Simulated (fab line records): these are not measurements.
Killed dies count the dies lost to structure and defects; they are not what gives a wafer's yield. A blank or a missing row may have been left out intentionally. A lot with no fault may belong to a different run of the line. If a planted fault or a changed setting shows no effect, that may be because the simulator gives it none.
Split-lot study / flow n5 finfet / 21 wafers read from 7 lots, route of 1938 steps

## SPLIT DETAILS
At N5_BEOL_M9_TRENCH_ETCH_37 (etches SiCOH lowk in C4F6/O2, target depth 151.43 nm, time 49 s), the setting source w was moved away from the recipe's 345 W on 8 of the 21 wafers read, by -17.7% to +12.4%. For the rest of the wafers, this setting stayed at what the recipe calls for.

## FROM THE SPLIT TO THE READING: what the file shows between them, 11 steps
- N5_BEOL_M9_ETCH_41: etches SiCN in CH3F/O2, target depth 36.6 nm, time 70.1 s
- N5_BEOL_M9_STRIP_80: strips in N2/H2, time 10 s
- N5_BEOL_M9_OCD_MEAS_38
- N5_BEOL_M9_HM_STRIP_39: strips TiN in peroxide tin strip, target depth 25 nm, time 158 s
- N5_BEOL_M9_SRD_40: time 30 s
- N5_BEOL_M9_ECD_50: material Cu, target thk 318 nm
- N5_BEOL_M9_ANNEAL_51: time 90 s
- N5_BEOL_M9_CMP_52: polishes, stops on SiCOH lowk, t overpolish 7 s, target thk 140 nm
- N5_BEOL_M9_THK_MEAS_53: measures by xrf
- N5_BEOL_M9_PRE_CLEAN_55: time 15 s
- N5_BEOL_M9_DEP_56: deposits SiCN from 3MS/NH3, target thk 15 nm, time 26.5 s

## THE READING
Measured at N5_BEOL_M9_RS_MEAS_57 by four-point probe: M9_RS, in ohm/sq. A value of 0.151 ohm/sq with a standard deviation of 0.0033 ohm/sq is what fault-free wafers of this fab line usually give.

wafer=L077.2; tool, chamber at the split=rie diel-04, 1; source w as run, W=328.5; against the recipe=-4.8%; M9_RS, ohm/sq=0.158; against lot-mates on the recipe=+0.005
wafer=L077.3; tool, chamber at the split=rie diel-04, 0; source w as run, W=345; against the recipe=recipe; M9_RS, ohm/sq=0.153; against lot-mates on the recipe=-
wafer=L077.4; tool, chamber at the split=rie diel-04, 2; source w as run, W=328.5; against the recipe=-4.8%; M9_RS, ohm/sq=0.152; against lot-mates on the recipe=-0.001
wafer=L078.2; tool, chamber at the split=rie diel-02, 2; source w as run, W=321.2; against the recipe=-6.9%; M9_RS, ohm/sq=0.154; against lot-mates on the recipe=+0.005
wafer=L078.5; tool, chamber at the split=rie diel-02, 2; source w as run, W=345; against the recipe=recipe; M9_RS, ohm/sq=0.149; against lot-mates on the recipe=-
wafer=L078.6; tool, chamber at the split=rie diel-02, 1; source w as run, W=321.2; against the recipe=-6.9%; M9_RS, ohm/sq=0.154; against lot-mates on the recipe=+0.005
wafer=L082.1; tool, chamber at the split=rie diel-02, 2; source w as run, W=345; against the recipe=recipe; M9_RS, ohm/sq=0.149; against lot-mates on the recipe=-
wafer=L082.2; tool, chamber at the split=rie diel-02, 3; source w as run, W=290.4; against the recipe=-15.8%; M9_RS, ohm/sq=0.163; against lot-mates on the recipe=+0.014
wafer=L082.5; tool, chamber at the split=rie diel-02, 3; source w as run, W=345; against the recipe=recipe; M9_RS, ohm/sq=0.149; against lot-mates on the recipe=-
wafer=L089.2; tool, chamber at the split=rie diel-04, 3; source w as run, W=345; against the recipe=recipe; M9_RS, ohm/sq=0.147; against lot-mates on the recipe=-
wafer=L089.3; tool, chamber at the split=rie diel-04, 1; source w as run, W=301.4; against the recipe=-12.6%; M9_RS, ohm/sq=0.162; against lot-mates on the recipe=+0.013
wafer=L089.4; tool, chamber at the split=rie diel-04, 0; source w as run, W=345; against the recipe=recipe; M9_RS, ohm/sq=0.152; against lot-mates on the recipe=-
wafer=L088.1; tool, chamber at the split=rie diel-02, 1; source w as run, W=345; against the recipe=recipe; M9_RS, ohm/sq=0.148; against lot-mates on the recipe=-
wafer=L088.3; tool, chamber at the split=rie diel-02, 0; source w as run, W=345; against the recipe=recipe; M9_RS, ohm/sq=0.153; against lot-mates on the recipe=-
wafer=L088.4; tool, chamber at the split=rie diel-02, 2; source w as run, W=345; against the recipe=recipe; M9_RS, ohm/sq=0.152; against lot-mates on the recipe=-
wafer=L096.1; tool, chamber at the split=rie diel-04, 1; source w as run, W=345; against the recipe=recipe; M9_RS, ohm/sq=0.154; against lot-mates on the recipe=-
wafer=L096.2; tool, chamber at the split=rie diel-04, 2; source w as run, W=345; against the recipe=recipe; M9_RS, ohm/sq=0.148; against lot-mates on the recipe=-
wafer=L096.3; tool, chamber at the split=rie diel-04, 0; source w as run, W=387.7; against the recipe=+12.4%; M9_RS, ohm/sq=0.146; against lot-mates on the recipe=-0.005
wafer=L094.1; tool, chamber at the split=rie diel-03, 1; source w as run, W=345; against the recipe=recipe; M9_RS, ohm/sq=0.157; against lot-mates on the recipe=-
wafer=L094.2; tool, chamber at the split=rie diel-03, 3; source w as run, W=284; against the recipe=-17.7%; M9_RS, ohm/sq=0.168; against lot-mates on the recipe=+0.011
wafer=L094.3; tool, chamber at the split=rie diel-03, 2; source w as run, W=345; against the recipe=recipe; M9_RS, ohm/sq=0.158; against lot-mates on the recipe=-

THE FIT
A straight line over all 21 wafers: M9_RS changes by -0.000721 ohm/sq for each +1% of source w; r = -0.83; the points scatter about the line by 0.0033 ohm/sq.
The same after taking each lot's own level away (the mean of its wafers on the recipe; 21 wafers): -0.000685 ohm/sq for each +1%; r = -0.89; scatter 0.0023 ohm/sq.
The reading moves by 0.012 ohm/sq for the largest change in source w, on that fit.
Measured against the standard deviation above, the lots' own levels, which go from 0.1490 to 0.1575 ohm/sq, span 2.6 times it.
The two slopes are in agreement: the lot-to-lot level therefore moves the slope only a little.
Check: with one of the wafers moved furthest among these (-17.7%) left out of the fit, the line predicts +0.0133 ohm/sq for it against its lot-mates. It came out at +0.0105 ohm/sq against them.
Tool readings at the split's step, against how far the setting was moved: rf vpp V r = -0.86.

## OTHER SPLITS APPLIED TO THESE WAFERS
These wafers also went through other splits before the reading. Each is held against what the fit with the lots' levels taken away leaves over:
other split on the same wafers=N5_BEOL_M8_CURE_75 time s; wafers away from the commonest value=4; r with M9_RS (lot level and that fit taken away)=+0.43

## THE WHOLE CHAIN: every reading that the file lists as answering this split, in the file's order
step=N5_BEOL_M9_TRENCH_ETCH_37; what it does=etches SiCOH lowk in C4F6/O2, target depth 151.43 nm, time 49 s; reading=rf vpp V; change (the file's fit)=-3.97 V for each +1% of the setting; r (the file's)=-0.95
step=N5_BEOL_M9_TRENCH_ETCH_37; what it does=etches SiCOH lowk in C4F6/O2, target depth 151.43 nm, time 49 s; reading=BEOL_M9.feature depth nm (the simulator's own value, which no gauge read); change (the file's fit)=+0.615 nm for each +1% of the setting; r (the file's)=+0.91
step=N5_BEOL_M9_TRENCH_ETCH_37; what it does=etches SiCOH lowk in C4F6/O2, target depth 151.43 nm, time 49 s; reading=etch.depth nm (the simulator's own value, which no gauge read); change (the file's fit)=+0.615 nm for each +1% of the setting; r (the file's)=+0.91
step=N5_BEOL_M9_OCD_MEAS_38; what it does=; reading=trench depth nm; change (the file's fit)=+0.62 nm for each +1% of the setting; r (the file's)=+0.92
step=N5_BEOL_M9_CMP_52; what it does=polishes, stops on SiCOH lowk, t overpolish 7 s, target thk 140 nm; reading=Cu_of_BEOL_M9_ECD_50.thk nm (the simulator's own value, which no gauge read); change (the file's fit)=+0.55 nm for each +1% of the setting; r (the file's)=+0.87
step=N5_BEOL_M9_THK_MEAS_53; what it does=measures by xrf; reading=M9_THK; change (the file's fit)=+0.549 for each +1% of the setting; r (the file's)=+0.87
step=N5_BEOL_M9_RS_MEAS_57; what it does=measures by four-point-probe; reading=M9_RS; change (the file's fit)=-0.000704 for each +1% of the setting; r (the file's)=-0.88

## FILE'S OWN FIT
M9_RS changes by -0.000704 ohm/sq for each +1% of source w, r = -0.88.
